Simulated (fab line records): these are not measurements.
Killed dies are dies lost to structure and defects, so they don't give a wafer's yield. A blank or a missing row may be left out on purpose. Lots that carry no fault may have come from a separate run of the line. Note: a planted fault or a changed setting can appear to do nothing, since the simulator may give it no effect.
A struck lot beside a sound one || flow n5_finfet || 16 steps out of a route of 1938
Sound: wafers L441.3, L441.5, L441.6. Struck: wafer L460.6 (L460.3, L460.5, from the same lot, were not struck and are left out); the cause is given at the end.
Per side, at each step with rows, come the tool, then ch with its chambers, and then its first start. Under that, the readings that differ: sound wafers || struck wafers || difference of the means || sigmas: that difference in standard deviations of wafers without a fault.
alike: a reading whose means differ by less than 2 such deviations, as well as words and numbers matching on both sides. not compared: withheld readings; readings where some wafer has no value; bounds like >300 that might hide an equal value; numbers whose values overlap and for which the record gives no deviation.
The two part at a step that has a row with sigmas, a row that says differs or no value, or rows on one side only. When numbers do not overlap yet have no deviation, they are printed without sigmas and do not part them. Lack of a reading on every wafer of one side parts them only where that side has two or more wafers.

first, 2 steps without rows for these wafers: N5_BEOL_M2_SPUTTER_92 (material Cu, target thk 4.5 nm, time 8.29 s); N5_BEOL_M2_ANNEAL_93 (time 240 s).
N5_BEOL_M2_SPUTTER_94: material Cu, target thk 4.5 nm, time 8.29 s.
  sound on pvd_sputter-02, day 8 05:28; struck on pvd_sputter-02, day 14 14:04
  alike: throttle_valve_pct
N5_BEOL_M2_ANNEAL_95: time 240 s.
  sound on pvd_sputter-02, day 8 05:32; struck on pvd_sputter-02, day 14 14:09
  alike: heater_power_w, susceptor_temp_C_max
N5_BEOL_M2_SPUTTER_96: material Cu, target thk 4.5 nm, time 8.29 s.
  sound on pvd_sputter-02, day 8 05:41; struck on pvd_sputter-02, day 14 14:17
  alike: throttle_valve_pct
then, 1 step without rows for these wafers: N5_BEOL_M2_ECD_50 (material Cu, target thk 300 nm).
N5_BEOL_M2_ANNEAL_51: time 90 s.
  sound on rtp_anneal-01 ch 0, day 8 05:58; struck on rtp_anneal-01 ch 0, day 14 14:35
  alike: wafer_temp_C_max
N5_BEOL_M2_CMP_52: polishes, stops on SiOC, t overpolish 6.8 s, target thk 40 nm.
  sound on cmp-03 ch 0,1,2, day 8 06:15; struck on cmp-03 ch 2, day 14 14:52
{"reading": "overpolish_run_s (s)", "sound": "6.819 6.799 6.803", "struck": 6.789, "difference": -0.018, "sigmas": -2}
  alike: barrier_field_endpoint_s, motor_current_A, time_to_endpoint_s
N5_BEOL_M2_THK_MEAS_53: measures by xrf.
  sound on film_metro-02, day 8 06:28; struck on film_metro-02, day 14 15:05
  alike: M2_THK
then, 3 steps without rows for these wafers: N5_BEOL_M2_PRE_CLEAN_60 (time 15 s); N5_BEOL_M2_CO_CAP_55 (material Co, precursor CCTBA/H2, target thk 2 nm, time 102.1 s); N5_BEOL_M2_PRE_CLEAN_56 (time 15 s).
N5_BEOL_M2_DEP_57: deposits SiCN from 3MS/NH3, target thk 8 nm, time 14 s.
  sound on pecvd-01 ch 0,1,2, day 8 06:40; struck on pecvd-03 ch 1, day 14 15:17
{"reading": "model.SiCN_of_BEOL_M2_DEP_57.thk_nm (nm)", "sound": "8 8.2 8", "struck": 7, "difference": -1, "sigmas": ""}
  alike: showerhead_plenum_p_Torr, throttle_valve_pct
N5_BEOL_M2_RS_MEAS_58: measures by four-point-probe.
  sound on film_metro-02, day 8 06:44; struck on film_metro-01, day 14 15:20
  alike: M2_RS
N5_BEOL_M4_RC_MEAS_101:
  sound on prober-02 ch 0, day 11 02:54; struck on prober-02 ch 0, day 16 01:50
  alike: DIBL_N, DIBL_P, IOFF_N, IOFF_P, ION_N, ION_P, SS_N, SS_P, VT_N, VT_P
after that, 1 step had no rows for these wafers: N5_PASSIVATION_PROBE_49.

WHERE THEY PART
Only at N5_BEOL_M2_CMP_52, within this record. Later steps at which nothing parts them and some readings are alike: N5_BEOL_M2_THK_MEAS_53, N5_BEOL_M2_DEP_57, N5_BEOL_M2_RS_MEAS_58, N5_BEOL_M4_RC_MEAS_101.

WHY: the cause the simulator had injected
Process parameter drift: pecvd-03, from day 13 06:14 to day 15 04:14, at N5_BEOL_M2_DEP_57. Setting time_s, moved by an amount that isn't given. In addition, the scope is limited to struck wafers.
